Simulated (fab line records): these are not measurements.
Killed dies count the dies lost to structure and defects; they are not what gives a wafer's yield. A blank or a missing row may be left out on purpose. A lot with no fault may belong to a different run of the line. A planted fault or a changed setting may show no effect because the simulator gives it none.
Chamber matching ; flow nand harc ; NHARC_P_BONDPAD_ACTIVATE_29 on rie diel-06: 4 sister chambers
The step chemistry N2, time 60 s. 4 wafers are shown with their chamber, then 12 later ones without.

WAFERS, EACH WITH ITS CHAMBER
wafer;chamber;showerhead plenum p Torr (Torr)
L086.4;3;1.70
L089.3;2;1.91
L091.5;1;1.85
L091.6;0;1.71

WAFERS WHOSE CHAMBER IS MISSING
wafer;showerhead plenum p Torr (Torr)
L092.2;1.91
L092.3;1.85
L092.4;1.71
L093.1;1.70
L093.2;1.85
L093.5;1.85
L094.2;1.71
L094.3;1.85
L094.5;1.71
L096.1;1.84
L096.2;1.70
L096.4;1.71

CHAMBER TAKEN BY EACH
wafer;from the rows above;in truth
L092.2;2;2
L092.3;1;1
L092.4;0;0
L093.1;3;3
L093.2;1;1
L093.5;1;1
L094.2;0;0
L094.3;1;1
L094.5;0;0
L096.1;1;1
L096.2;3;3
L096.4;0;0
12 of 12 placed correctly. Not placeable from these rows: 0. Placed wrongly: 0.
How it was worked out, from the rows above alone: a wafer's distance from a chamber is the root of the sum, over the readings, of the square of ((its reading less the chamber's mean) divided by the reading's scatter). If the next closest chamber is less than 2 further off than the closest, the wafer can't be placed; otherwise it belongs to the closest. For every chamber, the mean is computed from those of its wafers that are shown. The scatter: with one shown wafer a chamber, the root of the mean of the squares of how far each hidden wafer lies from its nearest shown one.
